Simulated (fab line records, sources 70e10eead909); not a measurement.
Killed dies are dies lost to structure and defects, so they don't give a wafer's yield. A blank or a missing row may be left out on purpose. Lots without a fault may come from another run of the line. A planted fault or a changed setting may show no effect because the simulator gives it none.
A struck lot beside a sound one | flow nand_harc | 40 steps out of a route of 1159
Sound: wafers L652.3, L652.4, L652.5. Struck: wafers L668.3, L668.5, L668.6. The cause comes at the end.
At each step with rows: each side's tool, then ch and its chambers, then its first start. Under that, the readings that differ: sound wafers | struck wafers | difference of the means | sigmas: that difference in standard deviations of wafers without a fault.
alike: readings whose means differ by less than 2 such deviations, and words and numbers that are the same on both sides. not compared: withheld readings, readings that some wafer has no value for, bounds like >300 that may hide the same value, and numbers for which the record gives no deviation and whose values overlap.
The two part at a step that has a row with sigmas, a row that says differs or no value, or rows on one side only. Numbers that don't overlap but have no deviation are shown without sigmas and don't part them. A reading that every wafer of one side lacks parts them only if that side has two wafers or more.

first, 1 step without rows for these wafers: NHARC_A_STAIRCASE_HARDBAKE_290 (time 140 s).
NHARC_A_STAIRCASE_DESCUM_291: chemistry O2, time 3 s.
  sound on rie_diel-02 ch 0,2, day 11 18:19; struck on rie_diel-02 ch 0,1, day 15 14:46
  alike: drypump_motor_current_A, oes_product_au, rf_vpp_V, showerhead_plenum_p_Torr, throttle_valve_pct
  not compared: rf_hours_counter_h
then, 3 steps without rows for these wafers: NHARC_A_STAIRCASE_ETCH_292 (etches the open film in CF4/CHF3); NHARC_A_STAIRCASE_HM_OPEN_460 (chemistry O2/COS); NHARC_A_STAIRCASE_STRIP_461 (strips in O2/COS).
NHARC_A_STAIRCASE_ETCH_452: etches the open film in CF4/O2, target depth 30 nm, overetch 3 nm, time 16.5 s.
  sound on rie_diel-02 ch 0,1,3; struck on rie_diel-02 ch 0,1,2
  alike: drypump_motor_current_A, oes_product_au, rf_vpp_V, showerhead_plenum_p_Torr, throttle_valve_pct
  not compared: rf_hours_counter_h
then, 5 steps without rows for these wafers: NHARC_A_STAIRCASE_ETCH_294 (etches the open film in C4F8/O2/Ar, target depth 4992 nm, time 1212.4 s); NHARC_A_STAIRCASE_STRIP_295 (strips in O2); NHARC_A_STAIRCASE_STRIP_296 (strips in SPM, time 900 s); NHARC_A_STAIRCASE_PRECLEAN_297 (cleans in SC1); NHARC_A_STAIRCASE_SRD_298.
NHARC_A_STAIRCASE_HM_DEP_462: deposits aC, target thk 800 nm.
  sound on acl_dep-02 ch 0, day 11 22:52; struck on acl_dep-01 ch 0, day 15 19:10
  alike: susceptor_temp_C, throttle_valve_pct
NHARC_A_STAIRCASE_DEP_301: deposits SiON, target thk 30 nm.
  sound on pecvd-01 ch 0,2, day 12 00:12; struck on pecvd-02 ch 1,2, day 15 20:27
  alike: heater_power_w, susceptor_temp_C
then, 10 steps without rows for these wafers: NHARC_A_STAIRCASE_DEHYDRATE_302 (time 120 s); NHARC_A_STAIRCASE_HMDS_303 (time 30 s); NHARC_A_STAIRCASE_COAT_304; NHARC_A_STAIRCASE_SOFTBAKE_305 (time 170 s); NHARC_A_STAIRCASE_EBR_306; NHARC_A_STAIRCASE_EXPOSE_307 (exposes mask CHOP 50); NHARC_A_STAIRCASE_PEB_308 (peb time 130 s); NHARC_A_STAIRCASE_DEVELOP_309 (time 140 s); NHARC_A_STAIRCASE_HARDBAKE_311 (time 140 s); NHARC_A_STAIRCASE_DESCUM_312 (chemistry O2, time 3 s).
NHARC_A_STAIRCASE_ETCH_313: etches the open film in CF4/CHF3.
  sound on rie_diel-03 ch 2,3, day 12 01:16; struck on rie_diel-03 ch 1,2, day 15 22:50
  alike: drypump_motor_current_A, oes_product_au, rf_vpp_V, showerhead_plenum_p_Torr, throttle_valve_pct
  not compared: rf_hours_counter_h
then, 10 steps without rows for these wafers: NHARC_A_STAIRCASE_HM_OPEN_463 (chemistry O2/COS); NHARC_A_STAIRCASE_STRIP_464 (strips in O2/COS); NHARC_A_STAIRCASE_ETCH_453 (etches the open film in CF4/O2, target depth 30 nm, overetch 3 nm, time 16.5 s); NHARC_A_STAIRCASE_ETCH_315 (etches the open film in C4F8/O2/Ar, target depth 2500 nm, time 607.1 s); NHARC_A_STAIRCASE_STRIP_316 (strips in O2); NHARC_A_STAIRCASE_STRIP_317 (strips in SPM, time 900 s); NHARC_A_STAIRCASE_PRECLEAN_318 (cleans in SC1); NHARC_A_STAIRCASE_SRD_329; NHARC_A_STAIRCASE_ALD_415 (deposits SiO2, target thk 30 nm, pulse time 6 s, ald cycles 300); NHARC_A_STAIRCASE_ETCHBACK_416 (etches the open film in C4F8/O2/Ar, target depth 36 nm, time 7.2 s).
NHARC_A_STAIRCASE_STRIP_476: strips in O2, time 20 s.
  sound on rie_diel-03 ch 2,3, day 12 07:15; struck on rie_diel-02 ch 0,3, day 16 02:48
  alike: drypump_motor_current_A, oes_product_au, rf_vpp_V, showerhead_plenum_p_Torr, throttle_valve_pct
  not compared: rf_hours_counter_h
then, 4 steps without rows for these wafers: NHARC_A_STAIRCASE_DEP_417 (deposits Si3N4, target thk 60 nm); NHARC_A_STAIRCASE_WET_418 (chemistry H3PO4, target depth 20 nm); NHARC_A_STAIRCASE_PRECLEAN_419 (cleans in SC1); NHARC_A_STAIRCASE_SRD_421.
-- the record jumps here: 8 days lie between the struck wafers' starts before and after (it left off in module A_STAIRCASE and takes up again in module END, whose first step shown is number 1159 of the route) --
NHARC_END_SORT_01:
  the record has rows for the struck wafers here (prober-02 ch 0, day 23 21:58) and none for the sound ones

WHERE THEY PART
Only at NHARC_END_SORT_01, within this record.

WHY: what the simulator had put in
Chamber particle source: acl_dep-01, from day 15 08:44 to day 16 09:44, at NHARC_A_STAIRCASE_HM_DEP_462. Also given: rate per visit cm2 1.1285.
